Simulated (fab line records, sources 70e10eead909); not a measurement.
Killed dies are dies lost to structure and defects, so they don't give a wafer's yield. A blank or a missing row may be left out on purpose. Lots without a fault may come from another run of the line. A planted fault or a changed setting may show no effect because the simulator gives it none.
fab line records | flow nand_harc
record lots=6 wafers=18 last_day=24
route steps=1159 shown A_ONON_D1@434
lots that met no fault: from a run of the same line without faults
start_h: hours from the record's first day to the start of the lot's first wafer shown | wait_h: hours since the lot's step before | " the same as in the row above | L1.1+2: a row that stands for several wafers | - no value, or no start given | * or withheld: withheld | < > ~ a bound
route shown NAME@n: a module of which the file shows steps, and the number in the route of the first | usual: mean/standard deviation of fault-free wafers | same: alike in all rows | chamber/n: place in a boat | sites: the reading at each site | _std_site: their standard deviation | _edge_site: outer sites' mean less inner sites' | radius_mm: how far each site lies from the wafer's centre | mask NAME#n: copy n | behind: the tool/chamber that last shaped the wafer | hold: why the lot was held/for how many hours/how that ended | device: the transistor (n, p or np) that didn't switch | end of line: the same wafers' tests at the end of the route | a step without rows: its recipe alone | killed: dies lost to structure and defects at the first sort, not the wafer's yield | map: a wafer's dies, x killed, . not, _ none there
set.NAME: the setting as run; set.NAME@STEP: as run at that earlier step | model.NAME: the simulator's own value behind a step, which no gauge read
lots at some steps of the route; a table a step, a row a wafer
services: from which hour (start_h, from the record's first day; less than 0 if before it) a tool's chamber was out of use, for how many hours, and why
## steps
# step NHARC_A_ONON_D1_ANNEAL_15
# recipe temp_c=750 time_s=3600
# step NHARC_A_ONON_D1_DEP_16
# recipe target_thk_a=10000 n2_flow_sccm=2750 n2o_flow_sccm=2000 nh3_flow_sccm=500 sih4_flow_sccm=210 temp_c=400
# step NHARC_A_ONON_D1_THK_MEAS_18
# recipe thk_meas_gauge=ellipsometry
# usual thk_nm=997/10
# columns lot.wafer tool chamber start_h wait_h thk_nm
L521.1 film_metro-02 - 191.66 - 1000
L521.2 " - " " 998
L521.4 " - " " 998
L526.1 film_metro-02 - 222.98 - 1011
L526.5 " - " " 1012
L526.6 " - " " 1012
L528.2 film_metro-02 - 241.33 - 994
L528.4 " - " " 994
L528.6 " - " " 993
L527.1 film_metro-01 - 260.14 - 980
L527.5 " - " " 981
L527.6 " - " " 981
L537.2 film_metro-02 - 278.93 - 997
L537.4 " - " " 993
L537.6 " - " " 994
L536.1 film_metro-01 - 278.93 - 1006
L536.4 " - " " 1006
L536.5 " - " " 1008
# step NHARC_A_ONON_D1_DEP_19
# recipe target_thk_a=10000 n2_flow_sccm=2750 n2o_flow_sccm=2000 nh3_flow_sccm=500 sih4_flow_sccm=210 temp_c=400
# step NHARC_A_ONON_D1_THK_MEAS_21
# recipe thk_meas_gauge=ellipsometry
# usual thk_nm=998/11
# columns lot.wafer tool chamber start_h wait_h thk_nm
L521.1 film_metro-02 - 192.22 - 985
L521.2 " - " " 987
L521.4 " - " " 986
L526.1 film_metro-01 - 223.54 - 1013
L526.5 " - " " 1014
L526.6 " - " " 1013
L528.2 film_metro-02 - 241.89 - 1003
L528.4 " - " " 1003
L528.6 " - " " 1005
L527.1 film_metro-02 - 260.70 - 1001
L527.5 " - " " 999
L527.6 " - " " 1001
L537.2 film_metro-01 - 279.50 - 996
L537.4 " - " " 997
L537.6 " - " " 996
L536.1 film_metro-02 - 279.50 - 997
L536.4 " - " " 997
L536.5 " - " " 998
# step NHARC_A_ONON_D1_DEP_22
# recipe target_thk_a=10000 n2_flow_sccm=2750 n2o_flow_sccm=2000 nh3_flow_sccm=500 sih4_flow_sccm=210 temp_c=400
# step NHARC_A_ONON_D1_THK_MEAS_24
# recipe thk_meas_gauge=ellipsometry
# usual thk_nm=1002/12
# columns lot.wafer tool chamber start_h wait_h thk_nm
L521.1 film_metro-01 - 192.79 - 984
L521.2 " - " " 986
L521.4 " - " " 985
L526.1 film_metro-01 - 224.11 - 1012
L526.5 " - " " 1012
L526.6 " - " " 1011
L528.2 film_metro-02 - 242.46 - 1010
L528.4 " - " " 1009
L528.6 " - " " 1012
L527.1 film_metro-02 - 261.27 - 1002
L527.5 " - " " 1005
L527.6 " - " " 1003
L537.2 film_metro-02 - 280.06 - 994
L537.4 " - " " 990
L537.6 " - " " 993
L536.1 film_metro-01 - 280.07 - 1012
L536.4 " - " " 1010
L536.5 " - " " 1011
# step NHARC_A_ONON_D1_DEP_25
# recipe target_thk_a=10000 n2_flow_sccm=2750 n2o_flow_sccm=2000 nh3_flow_sccm=500 sih4_flow_sccm=210 temp_c=400
# step NHARC_A_ONON_D1_THK_MEAS_27
# recipe thk_meas_gauge=ellipsometry
# usual thk_nm=997/12
# columns lot.wafer tool chamber start_h wait_h thk_nm
L521.1 film_metro-01 - 193.35 - 990
L521.2 " - " " 990
L521.4 " - " " 990
L526.1 film_metro-02 - 224.67 - 986
L526.5 " - " " 986
L526.6 " - " " 986
L528.2 film_metro-01 - 243.02 - 1008
L528.4 " - " " 1007
L528.6 " - " " 1008
L527.1 film_metro-01 - 261.83 - 1018
L527.5 " - " " 1018
L527.6 " - " " 1018
L536.1 film_metro-02 - 280.64 - 984
L536.4 " - " " 986
L536.5 " - " " 987
L537.2 film_metro-01 - 280.65 - 987
L537.4 " - " " 986
L537.6 " - " " 986
# step NHARC_A_ONON_D1_DEP_28
# recipe target_thk_a=10000 n2_flow_sccm=2750 n2o_flow_sccm=2000 nh3_flow_sccm=500 sih4_flow_sccm=210 temp_c=400
# step NHARC_A_ONON_D1_THK_MEAS_30
# recipe thk_meas_gauge=ellipsometry
# usual thk_nm=998/10
# columns lot.wafer tool chamber start_h wait_h thk_nm
L521.1 film_metro-02 - 193.91 - 1005
L521.2 " - " " 1007
L521.4 " - " " 1006
L526.1 film_metro-01 - 225.24 - 1007
L526.5 " - " " 1006
L526.6 " - " " 1006
L528.2 film_metro-01 - 243.59 - 992
L528.4 " - " " 995
L528.6 " - " " 993
L527.1 film_metro-01 - 262.39 - 991
L527.5 " - " " 990
L527.6 " - " " 991
L536.1 film_metro-02 - 281.21 - 1016
L536.4 " - " " 1016
L536.5 " - " " 1017
L537.2 film_metro-01 - 281.23 - 995
L537.4 " - " " 997
L537.6 " - " " 994
# step NHARC_A_ONON_D1_DEP_33
# recipe target_thk_a=2000 temp_c=400 pressure_torr=6.5 rf_w=900 teos_flow_sccm=161.4 flow_sccm=2650 target_thk_nm=200 gas=O2 material=SiO2
# usual heater_power_w=591/86 rf_fwd_power_W=898.0/2.9 showerhead_vpp_V=1880/80 susceptor_temp_C=399.99/0.21 throttle_valve_pct=16.2/0.58
# columns lot.wafer tool chamber start_h wait_h heater_power_w rf_fwd_power_W showerhead_vpp_V susceptor_temp_C throttle_valve_pct
L521.1 pecvd-03 1 193.97 0.1 647 895.1 1804 399.60 15.8
L521.2 " 2 " " 684 898.5 2135 400.12 16.5
L521.4 " 1 " " 651 898.7 1817 399.99 15.7
L526.1 pecvd-01 1 225.35 0.1 534 899.5 1865 400.19 15.8
L526.5 " 1 " " 541 901.4 1857 400.13 16.0
L526.6 " 2 " " 505 895.3 1855 399.97 15.2
L528.2 pecvd-03 0 243.64 0.1 486 534.6 1389 399.58 16.3
L528.6 " 1 " " 570 892.7 1789 400.01 16.0
L528.4 " 2 " " 687 896.1 2095 400.10 16.4
L527.1 pecvd-03 0 262.50 0.1 547 539.6 1393 399.96 16.5
L527.5 " 0 " " 571 536.7 1416 400.08 16.3
L527.6 " 1 " " 538 899.1 1817 399.59 15.8
L536.1 pecvd-02 2 281.26 0.1 595 894.2 1832 400.47 16.5
L536.5 " 0 " " 690 901.8 1823 399.81 15.4
L536.4 " 1 " " 593 895.7 1917 400.33 17.2
L537.2 pecvd-01 2 281.33 0.1 575 896.4 1846 400.27 15.3
L537.4 " 2 " " 587 902.2 1849 399.86 15.7
L537.6 " 0 " " 540 892.4 1874 399.89 16.3
# step NHARC_A_ONON_D1_THK_MEAS_34
# recipe thk_meas_gauge=ellipsometry
# usual thk_nm=200.2/2.6
# columns lot.wafer tool chamber start_h wait_h thk_nm
L521.1 film_metro-02 - 194.53 0.5 198.6
L521.2 " - " " 200.7
L521.4 " - " " 206.6
L526.1 film_metro-01 - 225.71 - 197.6
L526.5 " - " " 199.2
L526.6 " - " " 203.0
L528.2 film_metro-02 - 244.05 - 174.3
L528.4 " - " " 207.8
L528.6 " - " " 204.2
L527.1 film_metro-01 - 262.87 - 173.9
L527.5 " - " " 177.8
L527.6 " - " " 205.8
L536.1 film_metro-01 - 281.68 - 198.5
L536.4 " - " " 202.5
L536.5 " - " " 203.1
L537.2 film_metro-01 - 281.70 - 199.7
L537.4 " - " " 202.6
L537.6 " - " " 198.4
## services
# columns tool chamber start_h hours kind
pecvd-03 0 171.37 27.8 repair
pecvd-03 - 177.00 0.7 repair
pecvd-02 - 206.71 0.5 repair
pecvd-01 - 237.26 13.0 pm
pecvd-01 0 237.26 13.0 vent_cycle
pecvd-01 1 237.26 13.0 vent_cycle
pecvd-01 2 237.26 13.0 vent_cycle
pecvd-01 0 250.26 - clean
pecvd-01 1 250.26 - clean
pecvd-01 2 250.26 - clean
pecvd-03 1 258.94 2.9 repair
## key
first_sign step=NHARC_A_ONON_D1_DEP_33 reading=rf_fwd_power_W direction=down sigmas=99+ usual=* struck=*
effect step=NHARC_A_ONON_D1_DEP_33 reading=showerhead_vpp_V direction=down sigmas=6 usual=1880 struck=1399
effect step=NHARC_A_ONON_D1_THK_MEAS_34 reading=thk_nm direction=down sigmas=9.5 usual=200.2 struck=175.4
met_at NHARC_A_ONON_D1_DEP_33
struck_wafers L527.1,L527.5,L528.2
tester_left_out L527,L528
fault kind=process_parameter_drift tool=pecvd-03 chamber=0 onset_h=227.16 steps=NHARC_A_ONON_D1_DEP_33 channel=rf_w offset=* shape=step end_h=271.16 acts_in=* stated=*
# tester_left_out: of these lots the tester's yield and bins aren't shown, on N5 and GAA mostly nor the transistor test; their killed dies are dies lost to structure and defects alone, not to doping, threshold or leakage, so they don't give the yield
